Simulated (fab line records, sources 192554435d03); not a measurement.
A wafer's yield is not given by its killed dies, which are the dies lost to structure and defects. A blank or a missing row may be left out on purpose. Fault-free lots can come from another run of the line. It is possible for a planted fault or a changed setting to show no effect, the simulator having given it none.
Which tool is to blame? | flow n5_finfet | 9 lots, 27 wafers sampled, at 3 steps of a route of 1938

== WHAT EACH GAUGE READ, for each wafer ==
N5_BEOL_M4_RC_MEAS_101. Usual: DIBL_N 36.0 mV/V, standard deviation 2.2; DIBL_P 35.9 mV/V, standard deviation 2.6; IOFF_N 0.16 nA/um, standard deviation 0.038; IOFF_P 0.21 nA/um, standard deviation 0.042; ION_N 675 uA/um, standard deviation 15; ION_P 463 uA/um, standard deviation 10; SS_N 71.5 mV/dec, standard deviation 0.62; SS_P 73.2 mV/dec, standard deviation 0.76; VT_N 250 mV, standard deviation 4.1; VT_P -251 mV, standard deviation 3.6.
lot  | measured     | on        | DIBL_N (mV/V)  | DIBL_P (mV/V)  | IOFF_N (nA/um) | IOFF_P (nA/um) | ION_N (uA/um) | ION_P (uA/um) | SS_N (mV/dec)  | SS_P (mV/dec)  | VT_N (mV)   | VT_P (mV)      | flag
L141 | day 9 19:13  | prober-01 | 43.9 41.1 37.2 | 43.5 40.2 35.3 | 0.29 0.22 0.14 | 0.34 0.26 0.19 | 693 687 684   | 471 469 467   | 72.5 72.6 71.3 | 75.3 74.2 73.0 | 245 243 252 | -245 -247 -255 |
L143 | day 10 03:46 | prober-01 | 35.3 37.6 39.0 | 34.6 36.8 39.5 | 0.13 0.16 0.21 | 0.17 0.20 0.24 | 673 662 684   | 464 450 464   | 70.8 71.5 72.3 | 72.6 74.0 74.1 | 251 252 246 | -255 -254 -252 |
L145 | day 10 11:47 | prober-01 | 32.1 37.1 35.9 | 32.0 37.1 37.0 | 0.11 0.16 0.15 | 0.13 0.19 0.20 | 679 687 676   | 457 463 453   | 70.8 72.5 71.3 | 71.7 72.6 72.6 | 251 250 247 | -258 -254 -252 |
L147 | day 11 07:26 | prober-01 | 35.2 34.9 35.5 | 36.6 34.8 36.6 | 0.15 0.14 0.15 | 0.20 0.18 0.20 | 673 681 666   | 460 466 456   | 71.2 71.4 71.6 | 72.6 72.5 73.4 | 249 250 246 | -249 -250 -254 |
L149 | day 11 07:28 | prober-02 | 36.8 37.0 36.8 | 35.6 36.6 36.4 | 0.16 0.16 0.16 | 0.23 0.25 0.24 | 677 671 685   | 467 471 473   | 70.6 71.9 71.2 | 73.3 73.8 72.4 | 249 247 250 | -247 -248 -253 |
L154 | day 12 17:16 | prober-02 | 38.6 39.9 38.5 | 39.0 42.4 39.0 | 0.18 0.22 0.20 | 0.23 0.29 0.25 | 675 696 689   | 464 482 472   | 71.9 72.1 71.6 | 73.4 73.9 73.0 | 249 245 246 | -250 -248 -250 |
L156 | day 13 02:10 | prober-02 | 35.9 32.9 33.8 | 36.9 32.5 31.9 | 0.17 0.12 0.12 | 0.28 0.19 0.18 | 684 663 656   | 476 462 454   | 71.5 70.3 70.8 | 74.2 72.6 72.2 | 249 255 252 | -243 -249 -251 |
L155 | day 13 05:34 | prober-02 | 38.0 34.9 34.1 | 39.0 35.5 34.3 | 0.20 0.15 0.13 | 0.25 0.19 0.18 | 685 689 664   | 465 469 458   | 72.1 71.6 71.3 | 74.5 73.0 73.1 | 248 250 253 | -251 -250 -254 |
L157 | day 13 18:15 | prober-01 | 37.4 33.0 37.6 | 40.0 33.5 40.5 | 0.21 0.14 0.22 | 0.26 0.17 0.25 | 678 679 692   | 458 467 470   | 71.8 71.5 72.9 | 74.5 72.5 74.6 | 242 249 244 | -250 -254 -249 |

N5_BEOL_M11_CD_MEAS_18: pitch 140 nm, target cd 70 nm. Usual: cd_nm 70.1 nm, standard deviation 0.84.
lot  | measured     | on        | cd_nm (nm)     | flag
L141 | day 12 06:47 | cd_sem-03 | 70.4 70.6 71.2 |
L143 | day 12 15:30 | cd_sem-01 | 67.6 69.0 71.1 |
L145 | day 13 06:21 | cd_sem-03 | 70.3 70.4 69.4 |
L147 | day 13 18:35 | cd_sem-01 | 71.4 70.4 71.3 |
L149 | day 13 19:09 | cd_sem-03 | 70.3 70.1 70.1 |
L154 | day 15 11:41 | cd_sem-01 | 69.5 70.1 70.7 |
L156 | day 15 08:56 | cd_sem-02 | 69.6 70.9 70.9 |
L155 | day 15 09:23 | cd_sem-02 | 71.3 70.2 69.3 |
L157 | day 16 05:17 | cd_sem-01 | 69.9 69.8 69.9 |

== TOOL THAT RAN EACH LOT (tool first, then ch and the chambers of the sampled wafers, then the start) ==
lot  | N5_BEOL_M11_STRIP_19
L141 | rie_diel-03 ch 0,1,3, day 12 06:43
L143 | rie_diel-03 ch 0,1,3, day 12 15:26
L145 | rie_diel-02 ch 0,1,3, day 13 06:17
L147 | rie_diel-02 ch 1,2,3, day 13 18:31
L149 | rie_diel-05 ch 0,1, day 13 19:05
L154 | rie_diel-05 ch 0,1, day 15 11:37
L156 | rie_diel-03 ch 0,1, day 15 08:52
L155 | rie_diel-03 ch 1,2,3, day 15 09:19
L157 | rie_diel-05 ch 0,1,3, day 16 05:13
- N5_BEOL_M11_STRIP_19: strips in O2.

== AS READ BY THE TOOLS THEMSELVES (means over the sampled wafers that have a number; for cases with no such wafer, the mark the record gives instead) ==
N5_BEOL_M11_STRIP_19. Usual: drypump_motor_current_A 5.7 A, standard deviation 0.54; oes_product_au 0.79 a.u., standard deviation 0.068; rf_vpp_V 3.7 V, standard deviation 0.59; showerhead_plenum_p_Torr 2.09 Torr, standard deviation 0.048; temp_c 39.99 C, standard deviation 0.12; throttle_valve_pct 16.65 %, standard deviation 0.25.
lot  | tool        | drypump_motor_current_A (A) | oes_product_au (a.u.) | rf_vpp_V (V) | showerhead_plenum_p_Torr (Torr) | temp_c (C) | throttle_valve_pct (%) | flag
L141 | rie_diel-03 | 5.6                         | 0.82                  | 3.2          | 2.10                            | 39.82      | 16.58                  |
L143 | rie_diel-03 | 5.6                         | 0.81                  | 4.1          | 2.10                            | 40.04      | 16.59                  |
L145 | rie_diel-02 | 5.5                         | 0.78                  | 4.0          | 2.05                            | 39.99      | 16.63                  |
L147 | rie_diel-02 | 5.9                         | 0.72                  | 4.3          | 2.07                            | 40.00      | 16.87                  |
L149 | rie_diel-05 | 5.8                         | 0.88                  | 3.8          | 2.08                            | 40.11      | 16.31                  |
L154 | rie_diel-05 | 5.7                         | 0.78                  | 3.7          | 2.11                            | 40.06      | 16.46                  |
L156 | rie_diel-03 | 4.9                         | 0.82                  | 3.3          | 2.10                            | 40.06      | 16.61                  |
L155 | rie_diel-03 | 5.7                         | 0.83                  | 3.7          | 2.13                            | 40.06      | 16.53                  |
L157 | rie_diel-05 | 6.0                         | 0.79                  | 3.6          | 2.07                            | 40.03      | 16.62                  |

== THE ANSWER, worked out from the rows above alone ==
Rule: a lot counts as off when the mean over its wafers that have a number is more than 3 standard deviations away from the usual mean. A lot without any number at a reading at which 4 lots or more have one is off too. All remaining lots with rows at the step are treated as sound. Order of review: gauges by route order, followed by the tools' own readings, for which a lot's mean as printed above is used. At the first step where some lot is off, the reading lying furthest off is the one used; lots without a number count as furthest.
None of the lots is off at any reading shown; this tells nothing.

== WHAT WAS PUT IN BY THE SIMULATOR ==
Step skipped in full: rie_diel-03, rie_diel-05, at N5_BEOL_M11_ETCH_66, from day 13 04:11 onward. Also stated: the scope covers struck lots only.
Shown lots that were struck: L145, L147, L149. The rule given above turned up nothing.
